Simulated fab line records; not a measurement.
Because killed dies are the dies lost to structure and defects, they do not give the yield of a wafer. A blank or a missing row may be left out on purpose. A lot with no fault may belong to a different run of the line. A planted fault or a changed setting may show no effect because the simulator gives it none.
Chamber matching / flow n5Finfet / pecvd-04 running N5_BEOL_M12_ILD_DEP_00: 3 sister chambers
The step deposits SiOC from DEMS/O2, target thk 658.92 nm, time 130.7 s. 3 wafers are shown with their chamber, then 12 later ones without.

== EACH WAFER AND ITS CHAMBER ==
wafer=L085.2; chamber=2; throttleValvePct (%)=10.9
wafer=L084.4; chamber=0; throttleValvePct (%)=12.6
wafer=L084.6; chamber=1; throttleValvePct (%)=12.4

== WAFERS MISSING THEIR CHAMBER ==
wafer=L087.2; throttleValvePct (%)=12.6
wafer=L087.4; throttleValvePct (%)=12.1
wafer=L087.5; throttleValvePct (%)=11.2
wafer=L091.1; throttleValvePct (%)=12.3
wafer=L091.2; throttleValvePct (%)=11.6
wafer=L091.4; throttleValvePct (%)=11.2
wafer=L095.2; throttleValvePct (%)=12.5
wafer=L095.4; throttleValvePct (%)=12.6
wafer=L095.6; throttleValvePct (%)=12.7
wafer=L097.4; throttleValvePct (%)=12.7
wafer=L097.5; throttleValvePct (%)=12.5
wafer=L097.6; throttleValvePct (%)=11.2

== WHICH CHAMBER EACH WENT THROUGH ==
wafer=L087.2; from the rows above=can't be placed: 0 or 1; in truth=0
wafer=L087.4; from the rows above=can't be placed: 1 or 0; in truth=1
wafer=L087.5; from the rows above=2; in truth=2
wafer=L091.1; from the rows above=can't be placed: 1 or 0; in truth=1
wafer=L091.2; from the rows above=can't be placed: 2 or 1 or 0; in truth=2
wafer=L091.4; from the rows above=2; in truth=2
wafer=L095.2; from the rows above=can't be placed: 0 or 1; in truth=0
wafer=L095.4; from the rows above=can't be placed: 0 or 1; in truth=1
wafer=L095.6; from the rows above=can't be placed: 0 or 1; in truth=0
wafer=L097.4; from the rows above=can't be placed: 0 or 1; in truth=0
wafer=L097.5; from the rows above=can't be placed: 0 or 1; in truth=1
wafer=L097.6; from the rows above=2; in truth=2
Correct placement for 3 of the 12. Unplaceable from these rows: 9, with the true chamber sitting among the candidates in 9. Wrongly placed: 0.
How it was worked out, from the rows above alone: a wafer's distance from a chamber is the root of the sum, over the readings, of the square of ((its reading less the chamber's mean) divided by the reading's scatter). If the next closest chamber is less than 2 further off than the closest, the wafer can't be placed; otherwise it belongs to the closest. A chamber's mean is the mean of its shown wafers. The scatter: root of mean squared gap, hidden wafer to nearest shown wafer, with one shown wafer a chamber.
